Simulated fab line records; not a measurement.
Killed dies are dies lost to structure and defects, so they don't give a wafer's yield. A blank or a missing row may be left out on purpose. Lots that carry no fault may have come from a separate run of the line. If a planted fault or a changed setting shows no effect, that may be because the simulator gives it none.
Which tool is to blame?    flow n5Finfet    9 lots with 27 wafers sampled at 2 steps, on a route of 1938 steps

== WHAT THE GAUGES SHOWED, per wafer ==
N5_BEOL_M4_RC_MEAS_101. Usual: DIBL_N 36.4 mV/V, standard deviation 1.5; DIBL_P 36.6 mV/V, standard deviation 1.9; IOFF_N 0.155 nA/um, standard deviation 0.021; IOFF_P 0.211 nA/um, standard deviation 0.028; ION_N 671 uA/um, standard deviation 8.6; ION_P 462 uA/um, standard deviation 5.8; SS_N 71.5 mV/dec, standard deviation 0.5; SS_P 73.4 mV/dec, standard deviation 0.58; VT_N 250.1 mV, standard deviation 2.4; VT_P -250.1 mV, standard deviation 3.
lot   measured      on         DIBL_N (mV/V)   DIBL_P (mV/V)   IOFF_N (nA/um)     IOFF_P (nA/um)     ION_N (uA/um)  ION_P (uA/um)  SS_N (mV/dec)   SS_P (mV/dec)   VT_N (mV)          VT_P (mV)             flag
L194  day 8 08:29   prober-01  35.7 36.7 35.8  35.7 36.6 35.5  0.152 0.157 0.149  0.207 0.215 0.198  677 676 664    464 468 460    71.3 71.8 71.7  73.3 73.8 74.5  249.9 249.4 251.1  -250.3 -251.7 -249.5  
L196  day 8 18:28   prober-01  37.2 38.2 34.9  39.2 39.4 36.1  0.161 0.176 0.127  0.217 0.220 0.173  673 674 660    462 460 453    71.3 72.0 71.1  73.6 73.9 72.8  252.4 250.6 256.3  -251.4 -250.6 -252.3  
L202  day 10 08:18  prober-02  37.3 36.9 38.4  36.8 34.5 37.2  0.157 0.142 0.170  0.208 0.175 0.222  676 670 679    460 454 466    71.5 71.5 71.0  73.1 72.3 73.1  250.6 249.8 250.6  -246.9 -251.8 -248.8  
L203  day 10 14:41  prober-02  35.1 34.4 33.7  37.2 36.2 35.3  0.155 0.144 0.133  0.237 0.221 0.204  672 669 662    468 458 461    71.5 71.2 71.7  73.1 73.0 72.8  249.5 250.6 252.6  -246.7 -246.5 -252.6  
L208  day 11 13:08  prober-02  36.7 37.1 37.5  36.3 36.5 38.4  0.153 0.157 0.169  0.211 0.212 0.252  667 678 690    461 467 474    71.8 71.4 71.5  73.5 73.0 74.4  250.2 248.7 245.7  -251.3 -250.3 -248.6  
L210  day 12 04:40  prober-01  37.4 37.3 37.6  37.4 37.3 37.9  0.165 0.157 0.167  0.216 0.215 0.225  673 661 669    456 459 466    72.4 72.3 71.7  73.7 73.1 73.4  249.8 250.2 250.1  -250.1 -250.8 -247.8  
L211  day 12 13:58  prober-02  36.0 34.9 35.9  38.0 37.0 38.0  0.171 0.152 0.169  0.222 0.204 0.232  670 670 677    463 466 467    71.5 71.0 71.0  73.3 72.7 73.0  250.0 250.4 249.7  -248.7 -249.4 -247.9  
L212  day 12 16:26  prober-01  36.9 37.9 37.3  37.3 38.5 37.8  0.160 0.186 0.171  0.221 0.218 0.209  665 686 677    459 461 460    71.8 71.9 71.3  73.4 73.7 73.5  252.5 247.3 247.6  -247.9 -250.5 -250.5  
L213  day 12 20:07  prober-01  36.3 37.1 36.7  36.7 38.9 37.9  0.151 0.177 0.158  0.195 0.230 0.207  665 673 665    456 466 453    71.5 71.9 72.0  73.4 74.6 74.0  249.9 247.2 250.0  -251.6 -249.3 -247.9  

== WHAT TOOL EACH LOT RAN ON (gives the tool, then ch and the chambers of the sampled wafers, and finally the start) ==
lot   N5_BEOL_M1_EXPOSE_08
L194  euvScanner-02 ch 0, day 6 06:22
L196  euvScanner-01 ch 0, day 6 20:10
L202  euvScanner-01 ch 0, day 8 09:56
L203  euvScanner-01 ch 0, day 8 14:49
L208  euvScanner-02 ch 0, day 9 18:17
L210  euvScanner-02 ch 0, day 10 03:40
L211  euvScanner-02 ch 0, day 10 16:55
L212  euvScanner-02 ch 0, day 10 19:56
L213  euvScanner-02 ch 0, day 11 00:19
- N5_BEOL_M1_EXPOSE_08: exposes mask M1.

== AS READ BY THE TOOLS THEMSELVES (means over the sampled wafers that have a number; for cases with no such wafer, the mark the record gives instead) ==
The record holds no such reading with a usual standard deviation.

== THE ANSWER, worked out from the rows above alone ==
Rule: lot off if the mean of its wafers having a number is beyond 3 standard deviations from the usual mean. Also off: a lot with no number at a reading for which 4 or more lots have one. Any other lot the step has rows for is counted as sound. The gauges are gone through in route order, then the tools' own readings, and for those a lot's mean is taken as printed above. The first step at which some lot is off is used, and at that step the reading that is off furthest; a lot without a number counts as furthest.
Nothing can be told from this: no lot is off at any reading shown.

== WHAT WAS PUT IN BY THE SIMULATOR ==
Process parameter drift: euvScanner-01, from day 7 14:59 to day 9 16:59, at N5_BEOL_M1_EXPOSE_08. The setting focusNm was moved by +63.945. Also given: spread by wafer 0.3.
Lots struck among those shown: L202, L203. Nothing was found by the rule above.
